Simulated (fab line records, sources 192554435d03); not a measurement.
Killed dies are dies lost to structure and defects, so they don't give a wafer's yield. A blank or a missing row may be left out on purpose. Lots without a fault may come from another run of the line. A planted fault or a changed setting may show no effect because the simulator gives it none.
Split-lot experiment | flow n5_finfet | 7 lots, 21 wafers read, on a route of 1938 steps

THE SPLIT
At N5_BEOL_M0_ETCH_138 (etches SiCN in CH3F/O2, target depth 12 nm, time 31.6 s), the setting bias_w was moved away from the recipe's 75 W on 7 of the 21 wafers read, by -17.3% to +11.2%. The other wafers ran this setting at the recipe's value.

The reading is taken at the split's own step.

THE READING
rf_vpp_V, in V, at N5_BEOL_M0_ETCH_138 (etches SiCN in CH3F/O2, target depth 12 nm, time 31.6 s). Fault-free wafers of this fab line usually give 297.5 V, standard deviation 1.5 V.

wafer  | tool, chamber at the split | bias_w as run, W | against the recipe | rf_vpp_V, V | against lot-mates on the recipe
L074.1 | rie_diel-02, 2             | 75               | recipe             | 294.9       | -
L074.2 | rie_diel-02, 3             | 75               | recipe             | 299.5       | -
L074.3 | rie_diel-02, 1             | 75               | recipe             | 296.6       | -
L076.2 | rie_diel-03, 2             | 75               | recipe             | 297.9       | -
L076.3 | rie_diel-03, 3             | 75               | recipe             | 298.3       | -
L076.6 | rie_diel-03, 0             | 75               | recipe             | 296.8       | -
L078.4 | rie_diel-02, 0             | 67.71            | -9.7%              | 278.9       | -20.9
L078.5 | rie_diel-02, 0             | 75               | recipe             | 299.8       | -
L078.6 | rie_diel-02, 3             | 67.71            | -9.7%              | 280.7       | -19.1
L080.1 | rie_diel-04, 2             | 75               | recipe             | 297.8       | -
L080.3 | rie_diel-04, 0             | 75               | recipe             | 299.6       | -
L080.6 | rie_diel-04, 3             | 75               | recipe             | 295.3       | -
L084.1 | rie_diel-02, 3             | 83.38            | +11.2%             | 319.3       | +20.3
L084.2 | rie_diel-02, 2             | 83.38            | +11.2%             | 316.6       | +17.6
L084.4 | rie_diel-02, 0             | 75               | recipe             | 299.0       | -
L089.2 | rie_diel-03, 3             | 75               | recipe             | 297.6       | -
L089.4 | rie_diel-03, 0             | 65.14            | -13.1%             | 272.0       | -26.2
L089.6 | rie_diel-03, 1             | 75               | recipe             | 298.8       | -
L093.2 | rie_diel-02, 2             | 62               | -17.3%             | 261.3       | -37.9
L093.5 | rie_diel-02, 2             | 62               | -17.3%             | 261.7       | -37.5
L093.6 | rie_diel-02, 3             | 75               | recipe             | 299.2       | -

THE FIT
A straight line over all 21 wafers: rf_vpp_V changes by +1.97 V for each +1% of bias_w; r = +0.99; the points scatter about the line by 1.7 V.
The same after taking each lot's own level away (the mean of its wafers on the recipe; 21 wafers): +2.01 V for each +1%; r = +0.99; scatter 1.8 V.
On that fit, the largest move of bias_w shifts the reading by 35 V.
The lots' own levels span 297.00 to 299.80 V, that is 1.9 times the standard deviation above.
So the lot-to-lot level changes the slope little: the two slopes agree.
Check: with one of the wafers moved furthest among these (-17.3%) left out of the fit, the line predicts -34.6 V for it against its lot-mates. It came out at -37.9 V against them.
Tool readings at the split's step, against how far the setting was moved: rf_vpp_V r = +0.99.

OTHER SPLITS ON THESE WAFERS
These wafers also went through other splits before the reading. Each is held against what the fit with the lots' levels taken away leaves over:
other split on the same wafers      | wafers away from the commonest value | r with rf_vpp_V (lot level and that fit taken away)
N5_HKMG_FIN_ETCH_55 time_s          | 8                                    | +0.16
N5_HKMG_FIN_PEB_10 peb_time_s       | 7                                    | -0.08
N5_HKMG_FIN_ETCH_32 bias_w          | 8                                    | +0.11
N5_GATE_CUT_CUT_ETCH_54 icp_w       | 7                                    | -0.14
N5_MOL_CONTACT_COAG_PECVD_31 temp_c | 5                                    | -0.53
N5_BEOL_M0_SAQP_PECVD_00 time_s     | 7                                    | +0.38
N5_BEOL_M0_SAQP_PECVD_97 time_s     | 8                                    | +0.44

THE FILE'S OWN FIT
rf_vpp_V changes by +2.03 V for each +1% of bias_w, r = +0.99.
